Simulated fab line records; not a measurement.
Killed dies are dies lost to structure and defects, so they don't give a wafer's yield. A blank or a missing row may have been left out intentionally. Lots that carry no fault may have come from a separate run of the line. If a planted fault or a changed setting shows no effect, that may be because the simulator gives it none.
Matching of chambers || flow nand harc || NHARC_P_M2_DEP_33 on pecvd-01: 3 sister chambers
The step deposits SiCN, target thk 30 nm. 24 wafers are shown with their chamber, then 12 later ones without.

WAFERS WITH THEIR CHAMBER
{"wafer": "L078.1", "chamber": 2, "heater power w (W)": 395, "susceptor temp C (C)": 370.17}
{"wafer": "L078.3", "chamber": 1, "heater power w (W)": 617, "susceptor temp C (C)": 369.61}
{"wafer": "L078.5", "chamber": 0, "heater power w (W)": 655, "susceptor temp C (C)": 369.98}
{"wafer": "L079.3", "chamber": 0, "heater power w (W)": 660, "susceptor temp C (C)": 369.93}
{"wafer": "L079.5", "chamber": 1, "heater power w (W)": 579, "susceptor temp C (C)": 369.92}
{"wafer": "L079.6", "chamber": 0, "heater power w (W)": 679, "susceptor temp C (C)": 370.14}
{"wafer": "L080.4", "chamber": 2, "heater power w (W)": 381, "susceptor temp C (C)": 370.23}
{"wafer": "L080.5", "chamber": 0, "heater power w (W)": 721, "susceptor temp C (C)": 370.28}
{"wafer": "L080.6", "chamber": 1, "heater power w (W)": 595, "susceptor temp C (C)": 370.18}
{"wafer": "L081.1", "chamber": 0, "heater power w (W)": 728, "susceptor temp C (C)": 369.93}
{"wafer": "L081.2", "chamber": 2, "heater power w (W)": 445, "susceptor temp C (C)": 369.76}
{"wafer": "L081.3", "chamber": 1, "heater power w (W)": 609, "susceptor temp C (C)": 369.80}
{"wafer": "L082.3", "chamber": 2, "heater power w (W)": 379, "susceptor temp C (C)": 369.73}
{"wafer": "L082.4", "chamber": 0, "heater power w (W)": 668, "susceptor temp C (C)": 369.95}
{"wafer": "L082.5", "chamber": 1, "heater power w (W)": 630, "susceptor temp C (C)": 369.94}
{"wafer": "L086.1", "chamber": 1, "heater power w (W)": 543, "susceptor temp C (C)": 369.98}
{"wafer": "L086.4", "chamber": 0, "heater power w (W)": 614, "susceptor temp C (C)": 370.31}
{"wafer": "L086.6", "chamber": 1, "heater power w (W)": 537, "susceptor temp C (C)": 370.48}
{"wafer": "L087.2", "chamber": 2, "heater power w (W)": 404, "susceptor temp C (C)": 370.32}
{"wafer": "L087.4", "chamber": 0, "heater power w (W)": 644, "susceptor temp C (C)": 369.88}
{"wafer": "L087.5", "chamber": 2, "heater power w (W)": 425, "susceptor temp C (C)": 369.94}
{"wafer": "L088.2", "chamber": 0, "heater power w (W)": 688, "susceptor temp C (C)": 370.32}
{"wafer": "L088.3", "chamber": 2, "heater power w (W)": 468, "susceptor temp C (C)": 369.90}
{"wafer": "L088.5", "chamber": 1, "heater power w (W)": 573, "susceptor temp C (C)": 370.05}

SIGNATURES (means of the wafers above)
{"reading": "heater power w", "chamber 0": 673.00, "chamber 1": 585.38, "chamber 2": 413.86, "scatter within a chamber": 34.6}
{"reading": "susceptor temp C", "chamber 0": 370.0800, "chamber 1": 369.9950, "chamber 2": 370.0071, "scatter within a chamber": 0.225}
Rule: a wafer's distance from a chamber is the root of the sum, over the readings, of the square of ((its reading less the chamber's mean) divided by the reading's scatter). The wafer belongs to the nearest chamber; if the next one is less than 2 further off, it can't be placed. The scatter: the root of (the sum of the squares of (reading less its chamber's mean) over the shown wafers, divided by (wafers less chambers)).

WAFERS WITH NO CHAMBER GIVEN
{"wafer": "L089.3", "heater power w (W)": 743, "susceptor temp C (C)": 370.13}
{"wafer": "L089.4", "heater power w (W)": 425, "susceptor temp C (C)": 370.32}
{"wafer": "L089.5", "heater power w (W)": 654, "susceptor temp C (C)": 369.88}
{"wafer": "L093.3", "heater power w (W)": 449, "susceptor temp C (C)": 370.05}
{"wafer": "L093.5", "heater power w (W)": 797, "susceptor temp C (C)": 370.27}
{"wafer": "L093.6", "heater power w (W)": 508, "susceptor temp C (C)": 369.87}
{"wafer": "L094.1", "heater power w (W)": 724, "susceptor temp C (C)": 369.81}
{"wafer": "L094.4", "heater power w (W)": 435, "susceptor temp C (C)": 370.19}
{"wafer": "L094.5", "heater power w (W)": 570, "susceptor temp C (C)": 370.19}
{"wafer": "L096.1", "heater power w (W)": 568, "susceptor temp C (C)": 369.98}
{"wafer": "L096.5", "heater power w (W)": 694, "susceptor temp C (C)": 369.94}
{"wafer": "L096.6", "heater power w (W)": 569, "susceptor temp C (C)": 370.22}

EACH ONE'S CHAMBER
{"wafer": "L089.3", "from the rows above": 0, "in truth": 0}
{"wafer": "L089.4", "from the rows above": 2, "in truth": 2}
{"wafer": "L089.5", "from the rows above": "can't be placed: 0 or 1", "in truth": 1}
{"wafer": "L093.3", "from the rows above": 2, "in truth": 2}
{"wafer": "L093.5", "from the rows above": 0, "in truth": 0}
{"wafer": "L093.6", "from the rows above": "can't be placed: 1 or 2", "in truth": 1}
{"wafer": "L094.1", "from the rows above": 0, "in truth": 0}
{"wafer": "L094.4", "from the rows above": 2, "in truth": 2}
{"wafer": "L094.5", "from the rows above": 1, "in truth": 1}
{"wafer": "L096.1", "from the rows above": 1, "in truth": 1}
{"wafer": "L096.5", "from the rows above": 0, "in truth": 0}
{"wafer": "L096.6", "from the rows above": "can't be placed: 1 or 0", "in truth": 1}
9 of 12 placed correctly. Can't be placed from these rows: 3 (the true chamber is among the candidates in 3). Wrongly placed: 0.
